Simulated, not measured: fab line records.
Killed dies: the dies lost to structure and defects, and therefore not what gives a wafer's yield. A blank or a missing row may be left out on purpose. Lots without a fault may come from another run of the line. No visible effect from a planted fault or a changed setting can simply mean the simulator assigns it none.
fab line records	flow n5-finfet
record: lots: 7	wafers: 21	last-day: 16
route steps=1938 shown FIN_SAQP@110 BEOL_M4@1111 PASSIVATION@1936
lots that met no fault: from a run of the same line without faults
start-h: the number of hours between the record's first day and the start of the first shown wafer of the lot	wait-h: hours from the lot's prior step to this one	" same as the row above	L1.1+2: several wafers, shown together as one row	- no value present, or no start provided	* or withheld: withheld	< > ~ a bound
route shown NAME@n: names a module that has steps shown in the file, with the first one's number in the route	usual: the fault-free wafers' mean and standard deviation	same: alike in all rows	chamber/n: place in a boat	sites: per-site readings	_std_site: how widely they spread, as a standard deviation	_edge_site: the outer-site mean with the inner-site mean subtracted	radius-mm: for every site, how far away it sits from the centre of the wafer	mask NAME#n: copy n	behind: tool/chamber where the wafer was last shaped	hold: why the lot was held/for how many hours/how that ended	device: names the non-switching transistor (n, p or np)	end of line: the tests these same wafers got at the end of their route	where a step has no rows: the recipe by itself	killed: at the first sort, the dies lost to defects and structure; wafer yield is something else	map: dies across one wafer; x = killed, . = not, _ = none there
set.NAME: the setting the step ran with; set.NAME@STEP: the setting that earlier step ran with	model.NAME: the simulator's own value behind a step, which no gauge read
certain route steps with their lots: each step a table, each wafer a row
services: when a tool's chamber went out of use (start-h, in hours from the record's first day, below 0 if earlier), for how many hours, and the reason
== steps ==
step: N5_FIN_SAQP_DEVELOP_15
recipe: develop-time-s: 30	developer: TMAH	resist: CAR-ArF	dev-temp-c: 23	rinse-liquid: diw	dry: air-spin
step: N5_FIN_SAQP_CD_MEAS_16
recipe: target-cd-nm: 35.6	landing-energy-ev: 500	detector: se-inlens
usual: cd-nm: 35.7/0.34
lot.wafer	tool	chamber	start-h	wait-h	cd-nm
L241.3	cd-sem-02	0	52.56	-	36.1
L241.4	"	0	"	"	36.0
L241.5	"	0	"	"	35.9
L245.3	cd-sem-03	0	76.64	-	35.6
L245.4	"	0	"	"	35.3
L245.6	"	0	"	"	35.4
L246.1	cd-sem-02	0	81.40	-	35.9
L246.3	"	0	"	"	35.6
L246.6	"	0	"	"	35.6
L247.2	cd-sem-02	0	88.55	-	35.6
L247.4	"	0	"	"	35.2
L247.6	"	0	"	"	35.8
L254.1	cd-sem-01	0	129.38	-	36.0
L254.3	"	0	"	"	36.1
L254.6	"	0	"	"	35.8
L255.2	cd-sem-01	0	135.84	-	36.1
L255.3	"	0	"	"	35.8
L255.4	"	0	"	"	35.8
L256.1	cd-sem-01	0	141.74	-	36.3
L256.3	"	0	"	"	35.4
L256.5	"	0	"	"	35.6
step: N5_FIN_SAQP_OVL_MEAS_17
recipe: points-per-wafer: 44
usual: FIN_CORE_OVL: 0.4/0.86
same: points-per-wafer: 44
lot.wafer	tool	chamber	start-h	wait-h	FIN_CORE_OVL[nm]
L241.3	overlay-01	0	52.59	0.0	-0.3
L241.4	"	0	"	"	1.7
L241.5	"	0	"	"	-0.3
L245.3	overlay-01	0	76.68	0.0	1.7
L245.4	"	0	"	"	1.5
L245.6	"	0	"	"	0.1
L246.1	overlay-02	0	81.44	0.0	-0.4
L246.3	"	0	"	"	-0.9
L246.6	"	0	"	"	1.2
L247.2	overlay-02	0	88.59	0.0	0.3
L247.4	"	0	"	"	0.6
L247.6	"	0	"	"	0.7
L254.1	overlay-01	0	129.42	0.0	-1.2
L254.3	"	0	"	"	-0.4
L254.6	"	0	"	"	1.3
L255.2	overlay-02	0	135.88	0.0	-0.2
L255.3	"	0	"	"	-0.1
L255.4	"	0	"	"	-0.4
L256.1	overlay-02	0	141.78	0.0	-0.6
L256.3	"	0	"	"	-0.8
L256.5	"	0	"	"	-0.4
step: N5_FIN_SAQP_INSPECT_18
recipe: mode: adi	inspect-instrument: brightfield
usual: raw-defect-count: 387/110
lot.wafer	tool	chamber	start-h	wait-h	raw-defect-count
L241.3	defect-inspect-01	-	52.62	0.0	329
L241.4	"	-	"	"	264
L241.5	"	-	"	"	299
L245.3	defect-inspect-01	-	76.70	0.0	327
L245.4	"	-	"	"	417
L245.6	"	-	"	"	355
L246.1	defect-inspect-01	-	81.46	0.0	426
L246.3	"	-	"	"	454
L246.6	"	-	"	"	321
L247.2	defect-inspect-01	-	88.61	0.0	363
L247.4	"	-	"	"	490
L247.6	"	-	"	"	441
L254.1	defect-inspect-02	-	129.44	0.0	367
L254.3	"	-	"	"	295
L254.6	"	-	"	"	366
L255.2	defect-inspect-02	-	135.91	0.0	267
L255.3	"	-	"	"	228
L255.4	"	-	"	"	238
L256.1	defect-inspect-01	-	141.80	0.0	393
L256.3	"	-	"	"	407
L256.5	"	-	"	"	406
step: N5_FIN_SAQP_DESCUM_21
recipe: chemistry: O2	time-s: 7.9	source-power-w: 50	bias-power-w: 20	pressure-mtorr: 20	rf-frequency-hz: 2.712e+07	temp-c: 40	resist: CAR-ArF	o2-flow-sccm: 225
usual: chamber-pressure-mTorr: 20.002/0.018	drypump-motor-current-A: 5.6/0.47	oes-product-au: 0.81/0.09	rf-vpp-V: 243.4/1.8	showerhead-plenum-p-Torr: 2.11/0.091	throttle-valve-pct: 20.37/0.24
lot.wafer	tool	chamber	start-h	wait-h	chamber-pressure-mTorr	drypump-motor-current-A	oes-product-au	rf-hours-counter-h	rf-vpp-V	showerhead-plenum-p-Torr	throttle-valve-pct
L241.3	rie-diel-03	1	52.65	0.0	20.000	5.2	0.99	5	245.9	2.23	19.99
L241.4	"	2	"	"	19.996	6.0	0.82	100	241.8	2.01	20.26
L241.5	"	3	"	"	20.039	5.6	0.72	-	243.7	2.14	20.60
L245.3	rie-diel-03	2	76.80	0.1	19.998	6.0	0.81	108	241.4	2.01	20.27
L245.4	"	3	"	"	19.979	5.6	0.72	165	245.5	2.14	20.60
L245.6	"	3	"	"	20.008	5.6	0.72	-	244.2	2.14	20.60
L246.1	rie-diel-03	3	81.50	0.0	19.992	5.6	0.72	167	245.5	2.14	20.60
L246.3	"	2	"	"	20.014	6.0	0.80	110	240.8	2.01	20.27
L246.6	"	1	"	"	19.985	5.2	0.96	-	244.5	2.23	20.00
L247.2	rie-diel-03	0	88.64	0.0	20.035	6.3	0.74	146	246.1	2.19	20.69
L247.4	"	1	"	"	19.987	5.2	0.95	18	245.6	2.23	20.00
L247.6	"	2	"	"	19.996	6.0	0.81	-	241.3	2.01	20.30
L254.1	rie-diel-03	3	129.74	0.3	19.974	5.6	0.71	185	245.2	2.13	20.64
L254.3	"	2	"	"	19.999	6.0	0.80	128	241.1	2.00	20.32
L254.6	"	0	"	"	20.007	6.3	0.73	-	243.4	2.18	20.72
L255.2	rie-diel-04	0	135.94	0.0	20.024	5.6	0.90	25	245.1	2.23	20.34
L255.3	"	1	"	"	19.999	5.8	0.92	19	242.2	2.05	20.29
L255.4	"	3	"	"	19.982	5.1	0.72	189	241.7	1.99	20.47
L256.1	rie-diel-03	2	141.88	0.1	20.010	6.0	0.80	132	241.9	2.00	20.30
L256.3	"	0	"	"	20.026	6.3	0.73	166	246.0	2.18	20.74
L256.5	"	3	"	"	19.998	5.6	0.71	-	245.7	2.13	20.61
step: N5_FIN_SAQP_ETCH_51
recipe: chemistry: CF4	target: SiARC	target-depth-a: 455	mask-material: CAR-ArF	time-s: 75.8	ion-energy-ev: 80	pressure-mtorr: 40	source-w: 545	bias-w: 36	Ar_flow_sccm: 100	cf4-flow-sccm: 100	ends: cleared
usual: chamber-pressure-mTorr: 40.00/0.04	drypump-motor-current-A: 5.6/0.46	etch-rf-on-time-s: 74.8/2.4	oes-product-au: 0.69/0.079	rf-vpp-V: 184.5/1.3	showerhead-plenum-p-Torr: 2.17/0.096	throttle-valve-pct: 15.62/0.27
lot.wafer	tool	chamber	start-h	wait-h	chamber-pressure-mTorr	drypump-motor-current-A	etch-rf-on-time-s	oes-product-au	rf-hours-counter-h	rf-vpp-V	showerhead-plenum-p-Torr	throttle-valve-pct
L241.3	rie-diel-03	1	52.68	0.0	40.00	5.2	71.9	0.85	5	185.0	2.30	15.34
L241.4	"	2	"	"	39.97	6.0	74.2	0.70	100	184.0	2.07	15.49
L241.5	"	3	"	"	39.98	5.6	78.4	0.61	-	184.8	2.24	16.09
L245.3	rie-diel-03	2	76.83	0.0	40.04	6.0	72.8	0.70	108	183.5	2.07	15.50
L245.4	"	3	"	"	40.01	5.6	77.5	0.61	165	185.8	2.24	16.11
L245.6	"	3	"	"	40.01	5.6	77.1	0.61	-	185.4	2.24	16.10
L246.1	rie-diel-03	3	81.53	0.0	39.95	5.6	77.0	0.60	167	185.2	2.24	16.09
L246.3	"	2	"	"	39.96	6.0	73.0	0.70	110	185.6	2.07	15.50
L246.6	"	1	"	"	40.06	5.2	71.4	0.82	-	186.0	2.30	15.37
L247.2	rie-diel-03	0	88.68	0.0	39.99	6.3	77.1	0.64	146	183.9	2.23	15.84
L247.4	"	1	"	"	39.95	5.1	70.7	0.82	18	185.5	2.29	15.37
L247.6	"	2	"	"	40.00	6.0	73.1	0.70	-	183.8	2.07	15.52
L254.1	rie-diel-03	3	129.77	0.0	39.96	5.6	76.3	0.59	185	184.4	2.23	16.13
L254.3	"	2	"	"	40.05	6.0	71.4	0.69	128	183.6	2.06	15.53
L254.6	"	0	"	"	39.99	6.3	76.7	0.63	-	184.5	2.22	15.87
L255.2	rie-diel-04	0	135.97	0.0	39.97	5.6	76.8	0.75	25	185.1	2.29	15.62
L255.3	"	1	"	"	39.96	5.8	76.6	0.79	19	181.9	2.09	15.36
L255.4	"	3	"	"	39.98	5.0	72.8	0.62	189	181.6	2.06	15.73
L256.1	rie-diel-03	2	141.92	0.0	40.06	6.0	72.2	0.68	132	184.9	2.06	15.56
L256.3	"	0	"	"	39.97	6.3	77.0	0.62	166	185.4	2.22	15.87
L256.5	"	3	"	"	39.97	5.6	76.0	0.59	-	185.3	2.23	16.15
step: N5_FIN_SAQP_ETCH_52
recipe: chemistry: N2/H2	target: SOC	target-depth-a: 1000	overetch-a: 200	mask-material: SiARC	temp-c: 40	time-s: 150	ion-energy-ev: 200	pressure-mtorr: 30	source-w: 840	bias-w: 150	n2-flow-sccm: 200	h2-flow-sccm: 200	ends: end-point
usual: chamber-pressure-mTorr: 29.999/0.028	drypump-motor-current-A: 5.6/0.47	h2-flow-sccm: 200.0/0.55	oes-product-au: 0.72/0.075	rf-vpp-V: 525/3.3	showerhead-plenum-p-Torr: 2.57/0.11	throttle-valve-pct: 17.8/0.32
lot.wafer	tool	chamber	start-h	wait-h	chamber-pressure-mTorr	drypump-motor-current-A	h2-flow-sccm	oes-product-au	rf-hours-counter-h	rf-vpp-V	showerhead-plenum-p-Torr	throttle-valve-pct
L241.3	rie-diel-03	1	52.74	0.0	30.006	5.2	199.5	0.88	5	528	2.70	17.2
L241.4	"	2	"	"	30.013	6.0	200.9	0.73	100	522	2.45	17.6
L241.5	"	3	"	"	30.043	5.6	199.5	0.65	-	526	2.63	18.1
L245.3	rie-diel-03	2	76.89	0.0	30.054	6.0	200.2	0.71	108	521	2.44	17.6
L245.4	"	3	"	"	30.022	5.6	199.2	0.64	165	527	2.63	18.1
L245.6	"	3	"	"	30.009	5.6	199.1	0.65	-	528	2.63	18.1
L246.1	rie-diel-03	3	81.59	0.0	30.004	5.6	200.1	0.64	167	527	2.63	18.1
L246.3	"	2	"	"	29.978	6.0	200.3	0.72	110	521	2.44	17.6
L246.6	"	1	"	"	29.959	5.2	199.2	0.83	-	529	2.69	17.3
L247.2	rie-diel-03	0	88.73	0.0	29.970	6.3	199.7	0.67	146	527	2.67	18.2
L247.4	"	1	"	"	30.034	5.2	200.4	0.82	18	530	2.69	17.3
L247.6	"	2	"	"	30.018	6.0	199.5	0.72	-	522	2.44	17.6
L254.1	rie-diel-03	3	129.83	0.0	30.054	5.6	201.1	0.63	185	527	2.62	18.2
L254.3	"	2	"	"	30.041	6.0	201.4	0.71	128	522	2.43	17.6
L254.6	"	0	"	"	29.991	6.2	199.9	0.66	-	527	2.66	18.2
L255.2	rie-diel-04	0	136.03	0.0	30.005	5.6	199.6	0.79	25	528	2.72	17.9
L255.3	"	1	"	"	29.979	5.8	199.9	0.83	19	520	2.48	17.7
L255.4	"	3	"	"	29.999	5.0	199.7	0.64	189	522	2.45	18.1
L256.1	rie-diel-03	2	141.97	0.0	29.949	6.0	199.9	0.70	132	523	2.43	17.6
L256.3	"	0	"	"	29.996	6.3	200.1	0.66	166	527	2.66	18.2
L256.5	"	3	"	"	29.942	5.7	199.6	0.63	-	526	2.62	18.2
step: N5_FIN_SAQP_STRIP_53
recipe: chemistry: N2/H2	temp-c: 40	n2-flow-sccm: 200	h2-flow-sccm: 200	rf-frequency-hz: 6e+07
step: N5_FIN_SAQP_HM_OPEN_73
recipe: chemistry: CHF3/O2	target: SiO2	stop-on: a-Si	target-depth-a: 120	over-etch-frac: 1.8	mask-material: SOC	time-s: 16.8	pressure-mtorr: 30	source-w: 650	bias-w: 170	Ar_flow_sccm: 200	CHF3_flow_sccm: 50	O2_flow_sccm: 5	ion-energy-ev: 200	ends: end-point
usual: chamber-pressure-mTorr: 30.000/0.027	drypump-motor-current-A: 5.6/0.47	oes_ar_750_au: 0.81/0.088	oes-product-au: 0.48/0.051	rf-vpp-V: 528/15	showerhead-plenum-p-Torr: 2.44/0.11	throttle-valve-pct: 18.84/0.22
lot.wafer	tool	chamber	start-h	wait-h	chamber-pressure-mTorr	drypump-motor-current-A	oes_ar_750_au	oes-product-au	rf-hours-counter-h	rf-vpp-V	showerhead-plenum-p-Torr	throttle-valve-pct
L241.3	rie-diel-03	1	52.85	0.0	30.002	5.2	0.97	0.58	5	543	2.57	18.50
L241.4	"	2	"	"	29.994	6.0	0.82	0.49	100	529	2.33	18.71
L241.5	"	3	"	"	30.001	5.6	0.71	0.43	-	549	2.50	19.20
L245.3	rie-diel-03	2	77.00	0.0	30.021	6.0	0.81	0.48	108	527	2.33	18.71
L245.4	"	3	"	"	30.022	5.6	0.70	0.43	165	551	2.50	19.20
L245.6	"	3	"	"	29.996	5.6	0.70	0.44	-	548	2.50	19.22
L246.1	rie-diel-03	3	81.70	0.0	30.020	5.6	0.70	0.43	167	550	2.50	19.22
L246.3	"	2	"	"	30.002	6.0	0.82	0.48	110	526	2.33	18.72
L246.6	"	1	"	"	29.984	5.2	0.93	0.56	-	543	2.57	18.50
L247.2	rie-diel-03	0	88.84	0.0	29.967	6.3	0.73	0.45	146	527	2.51	19.06
L247.4	"	1	"	"	30.017	5.2	0.93	0.56	19	541	2.57	18.51
L247.6	"	2	"	"	29.960	6.0	0.81	0.48	-	527	2.33	18.73
L254.1	rie-diel-03	3	129.94	0.0	29.958	5.6	0.69	0.42	185	548	2.49	19.22
L254.3	"	2	"	"	29.986	6.0	0.79	0.47	128	528	2.32	18.74
L254.6	"	0	"	"	29.953	6.3	0.72	0.45	-	527	2.50	19.07
L255.2	rie-diel-04	0	136.14	0.0	30.006	5.5	0.88	0.53	25	524	2.57	18.84
L255.3	"	1	"	"	29.994	5.8	0.94	0.56	19	504	2.37	18.74
L255.4	"	3	"	"	30.058	5.1	0.72	0.43	189	515	2.31	18.90
L256.1	rie-diel-03	2	142.08	0.0	30.007	6.1	0.79	0.46	132	527	2.32	18.75
L256.3	"	0	"	"	29.937	6.3	0.72	0.44	166	527	2.50	19.08
L256.5	"	3	"	"	30.038	5.6	0.69	0.42	-	549	2.49	19.26
step: N5_FIN_SAQP_STRIP_74
recipe: chemistry: CHF3/O2	resist: SiARC	rf-frequency-hz: 6e+07
step: N5_FIN_SAQP_MANDREL_ETCH_22
recipe: target-depth-a: 600	chemistry: HBr/Cl2	target: a-Si	stop-on: SiNx	bt-time-s: 10	over-etch-frac: 0.5	time-s: 30	pressure-mtorr: 10	icp-w: 800	bias-w: 75	HBr_flow_sccm: 150	Cl2_flow_sccm: 80	ends: end-point
usual: HBr_flow_sccm: 150.0/0.45	chamber-pressure-mTorr: 10.000/0.009	drypump-motor-current-A: 5.9/0.48	oes-product-au: 0.765/0.014	throttle-valve-pct: 35.5/0.34
lot.wafer	tool	chamber	start-h	wait-h	HBr_flow_sccm	chamber-pressure-mTorr	drypump-motor-current-A	oes-product-au	rf-hours-counter-h	throttle-valve-pct
L241.3	rie-si-02	0	52.93	0.0	150.2	10.012	6.4	0.763	83	35.8
L241.4	"	2	"	"	149.4	9.995	6.0	0.755	7	35.0
L241.5	"	2	"	"	150.3	10.000	6.0	0.752	-	35.0
L245.3	rie-si-05	3	77.08	0.0	150.0	10.003	6.5	0.748	3	36.3
L245.4	"	0	"	"	149.8	10.003	5.8	0.797	67	35.4
L245.6	"	1	"	"	149.8	9.999	5.5	0.771	-	35.5
L246.1	rie-si-02	3	81.78	0.0	150.1	10.010	5.9	0.765	74	35.6
L246.3	"	2	"	"	150.3	9.984	6.0	0.764	8	35.0
L246.6	"	3	"	"	150.2	10.006	5.9	0.775	-	35.6
L247.2	rie-si-05	1	88.93	0.0	150.0	10.013	5.5	0.767	2	35.5
L247.4	"	0	"	"	150.0	10.018	5.8	0.769	67	35.4
L247.6	"	2	"	"	150.5	10.004	4.8	0.755	-	35.7
L254.1	rie-si-05	3	130.02	0.0	150.1	10.001	6.4	0.740	4	36.3
L254.3	"	0	"	"	150.2	10.005	5.8	0.769	68	35.5
L254.6	"	2	"	"	149.9	9.996	4.8	0.758	-	35.6
L255.2	rie-si-02	2	136.22	0.0	150.2	9.994	6.0	0.756	9	35.0
L255.3	"	1	"	"	149.6	9.995	6.3	0.769	95	35.6
L255.4	"	0	"	"	150.2	10.009	6.4	0.771	85	35.8
L256.1	rie-si-05	3	142.17	0.0	149.4	9.997	6.5	0.734	4	36.4
L256.3	"	1	"	"	148.8	10.003	5.4	0.774	3	35.4
L256.5	"	2	"	"	150.8	9.998	4.8	0.751	-	35.6
step: N5_FIN_SAQP_STRIP_55
recipe: chemistry: N2/H2	power-w: 500	temp-c: 40	pressure-mtorr: 50	rf-frequency-hz: 6e+07	overash-fraction: 0.3	bias-power-w: 28	h2-frac: 0.5	n2-flow-sccm: 300	h2-flow-sccm: 300
step: N5_FIN_SAQP_STRIP_23
recipe: chemistry: SPM	time-s: 750	temp-c: 130	h2so4-h2o2-vol-ratio: 4
usual: bath-guard-temp-C: 130.0/0.59	bath-heat-duty-pct: 14.8/1.5
lot.wafer	tool	chamber	start-h	wait-h	bath-guard-temp-C	bath-heat-duty-pct
L241.3	wet-bench-03	7	53.10	-	130.0	13.3
L241.4	"	5	"	"	129.7	14.8
L241.5	"	1	"	"	128.3	16.9
L245.3	wet-bench-02	0	77.52	-	-	-
L245.4	"	7	"	"	-	-
L245.6	"	6	"	"	-	-
L246.1	wet-bench-04	6	82.25	-	-	-
L246.3	"	2	"	"	-	-
L246.6	"	0	"	"	-	-
L247.2	wet-bench-02	1	89.14	-	-	-
L247.4	"	2	"	"	-	-
L247.6	"	3	"	"	-	-
L254.1	wet-bench-03	7	130.19	-	129.6	13.7
L254.3	"	0	"	"	129.7	14.1
L254.6	"	2	"	"	130.1	13.4
L255.2	wet-bench-04	3	136.39	-	130.1	12.7
L255.3	"	7	"	"	131.2	13.5
L255.4	"	1	"	"	130.3	13.7
L256.1	wet-bench-02	5	142.35	-	129.9	15.6
L256.3	"	7	"	"	130.2	13.5
L256.5	"	1	"	"	130.2	13.6
step: N5_FIN_SAQP_SRD_66
recipe: dry: ipa-marangoni	time-s: 30	temp-c: 23	rinse-liquid: diw
step: N5_BEOL_M4_RC_MEAS_101
usual: DIBL_N: 36.7/2.4	DIBL_P: 37.4/2.9	IOFF_N: 0.18/0.05	IOFF_P: 0.23/0.058	ION_N: 683/16	ION_P: 467/11	SS_N: 71.7/0.77	SS_P: 73.5/0.87	VT_N: 249/4.3	VT_P: -250/4.4
lot.wafer	tool	chamber	start-h	wait-h	DIBL_N[mV/V]	DIBL_P[mV/V]	IOFF_N[nA/um]	IOFF_P[nA/um]	ION_N[uA/um]	ION_P[uA/um]	SS_N[mV/dec]	SS_P[mV/dec]	VT_N[mV]	VT_P[mV]
L241.3	prober-01	0	196.27	0.3	37.1	38.5	0.19	0.23	694	472	71.3	73.6	246	-250
L241.4	"	0	"	"	39.4	43.2	0.25	0.34	710	486	72.3	74.7	245	-245
L241.5	"	0	"	"	39.5	42.6	0.26	0.32	692	468	73.1	75.1	242	-246
L245.3	prober-01	0	216.41	0.3	36.3	35.3	0.16	0.23	666	463	71.4	73.6	252	-247
L245.4	"	0	"	"	38.7	38.6	0.22	0.29	695	478	71.9	74.1	243	-245
L245.6	"	0	"	"	38.0	37.9	0.19	0.27	698	487	72.1	74.4	247	-242
L246.1	prober-01	0	224.21	0.0	35.2	34.6	0.12	0.15	669	453	71.3	72.5	255	-260
L246.3	"	0	"	"	36.8	37.6	0.15	0.18	673	454	71.0	72.8	249	-256
L246.6	"	0	"	"	38.6	39.5	0.20	0.21	700	474	71.6	74.0	246	-253
L247.2	prober-01	0	227.88	0.2	34.2	33.1	0.12	0.16	663	450	70.7	71.7	252	-256
L247.4	"	0	"	"	41.9	42.7	0.29	0.32	713	482	72.8	75.6	244	-245
L247.6	"	0	"	"	38.9	40.5	0.22	0.27	702	475	72.2	73.4	242	-251
L254.1	prober-01	0	266.77	0.0	35.3	35.9	0.15	0.21	696	476	71.9	73.1	250	-250
L254.3	"	0	"	"	35.1	34.6	0.14	0.19	664	447	70.7	73.4	251	-250
L254.6	"	0	"	"	33.3	31.6	0.11	0.15	679	462	71.1	72.3	256	-257
L255.2	prober-01	0	278.30	0.2	32.3	32.5	0.12	0.17	680	467	70.5	72.4	251	-250
L255.3	"	0	"	"	36.7	37.5	0.19	0.24	672	453	72.3	73.9	246	-246
L255.4	"	0	"	"	36.2	38.1	0.20	0.26	699	479	72.0	73.8	244	-247
L256.1	prober-01	0	285.46	0.0	38.0	41.1	0.21	0.24	682	455	71.3	74.4	245	-250
L256.3	"	0	"	"	33.9	36.3	0.13	0.17	661	456	71.2	72.9	253	-254
L256.5	"	0	"	"	37.5	40.8	0.19	0.23	682	463	71.8	74.5	246	-252
step: N5_PASSIVATION_PROBE_49
usual: defect-limited-yield: 91.4/1.6	killed_at_M0_to_M3: 31/11	killed_at_M4_up: 14/5.7	killed-at-contacts: 12/6	killed-at-front-end: 41/13	killed-at-other: 3.3/2.8	killed-dies: 101/19	killed-open: 67/14	killed-short: 33/8.2	sort_bin_4_leakage: 0.0/0.37	sort_bin_5_function: 5.0/1.1	sort_bin_6_memory: 3.3/0.74	sort-n-pass: 1078/20	sort-yield-pct: 91.3/1.7
same: gross-dies: 1180	killed-at-back-side: 0	sort_bin_8_speed[%]: 0
lot.wafer	tool	chamber	start-h	wait-h	defect-limited-yield[%]	killed_at_M0_to_M3	killed_at_M4_up	killed-at-contacts	killed-at-front-end	killed-at-other	killed-dies	killed-open	killed-short	sort_bin_4_leakage[%]	sort_bin_5_function[%]	sort_bin_6_memory[%]	sort-n-pass	sort-yield-pct[%]
L245.3	prober-01	-	311.14	0.1	91.1	33	17	22	33	0	105	61	40	0	5.6	3.2	1075	91.1
L245.4	prober-01	-	311.19	0.2	92.2	23	12	14	42	1	92	65	26	0	4.5	3.1	1088	92.2
L245.6	prober-01	-	311.29	0.3	91.8	33	11	12	37	4	97	70	21	0	4.2	3.3	1083	91.8
L256.1	prober-01	-	392.01	0.0	90.5	18	10	21	56	7	112	70	39	0	5.0	3.9	1068	90.5
L256.3	prober-01	-	392.11	0.1	86.8	40	13	16	80	7	156	106	41	0	7.5	5.2	1024	86.8
L256.5	prober-01	-	392.21	0.2	89.6	36	16	5	62	4	123	78	41	0	5.5	4.2	1057	89.6
killed by level:class
L245.3 MOL_CONTACT_COAG:geometric-particle:open=16 BEOL_M0_SAQP:geometric-particle:short=11 BEOL_M0_SAQP:geometric-particle:open=7 FIN_SAQP:geometric-particle:open=6 MOL_CONTACT_COAG:geometric-particle:short=6 BEOL_M3:geometric-particle:open=6 BEOL_M4:geometric-particle:open=5 STI_FIN_REVEAL:geometric-particle:open=4
L245.4 FIN_SAQP:geometric-particle:open=17 MOL_CONTACT_COAG:geometric-particle:open=13 BEOL_M0_SAQP:geometric-particle:short=10 BEOL_M0_SAQP:geometric-particle:open=7 BEOL_M4:geometric-particle:open=6 GATE_CUT:geometric-particle:short=5 STARTING-WAFER:geometric-particle:open=5 STI_FIN_REVEAL:geometric-particle:open=4
L245.6 BEOL_M0_SAQP:geometric-particle:open=16 STI_FIN_REVEAL:geometric-particle:open=14 MOL_CONTACT_COAG:geometric-particle:open=11 BEOL_M0_SAQP:geometric-particle:short=10 HKMG_FIN:area-etch=4 FIN_SAQP:geometric-particle:open=3 BEOL_M0:geometric-particle:open=3 BEOL_M4:geometric-particle:open=3
L256.1 STI_FIN_REVEAL:geometric-particle:open=21 MOL_CONTACT_COAG:geometric-particle:open=13 MOL_CONTACT_COAG:geometric-particle:short=8 FIN_SAQP:geometric-particle:open=7 FIN_SAQP:geometric-particle:short=7 BEOL_M3:geometric-particle:open=6 DUMMY_GATE:geometric-particle:open=5 BEOL_M1:geometric-particle:short=4
L256.3 FIN_SAQP:geometric-particle:open=26 STI_FIN_REVEAL:geometric-particle:open=18 MOL_CONTACT_COAG:geometric-particle:open=15 FIN_SAQP:geometric-particle:short=9 BEOL_M2:geometric-particle:open=8 BEOL_M1:geometric-particle:open=7 BEOL_M0_SAQP:geometric-particle:short=7 BEOL_M3:geometric-particle:open=7
L256.5 STI_FIN_REVEAL:geometric-particle:open=18 FIN_SAQP:geometric-particle:short=10 BEOL_M3:geometric-particle:open=10 BEOL_M2:geometric-particle:open=9 FIN_SAQP:geometric-particle:open=7 GATE_CUT:geometric-particle:short=7 BEOL_M8:geometric-particle:open=5 STARTING-WAFER:geometric-particle:open=4
== services ==
tool	chamber	start-h	hours	kind
rie-diel-04	3	36.00	5.1	repair
rie-si-02	-	41.58	2.8	pm
rie-diel-04	0	48.31	-	clean
rie-diel-04	0	48.31	-	consumable-replace:focus-ring
rie-diel-04	0	48.31	-	consumable-replace:showerhead
rie-diel-04	0	48.31	23.4	scheduled-down
rie-diel-04	0	48.31	23.4	vent-cycle
rie-diel-03	3	53.73	7.9	repair
rie-si-05	2	62.70	5.8	repair
wet-bench-04	-	64.24	4.4	pm
rie-diel-04	1	71.81	-	clean
rie-diel-04	1	71.81	-	consumable-replace:focus-ring
rie-diel-04	1	71.81	14.5	scheduled-down
rie-diel-04	1	71.81	14.5	vent-cycle
== key ==
first-sign: step: N5_FIN_SAQP_STRIP_23	reading: tool-record	direction: missing
effect none on later readings
met-at N5_FIN_SAQP_STRIP_23
struck-wafers L245.3,L245.4,L245.6,L246.1,L246.3,L246.6,L247.2,L247.4,L247.6
fault: kind: skipped-step-whole	tool: wet-bench-02,wet-bench-04	chamber: -	onset-h: 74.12	steps: N5_FIN_SAQP_STRIP_23	scope: struck-lots-only
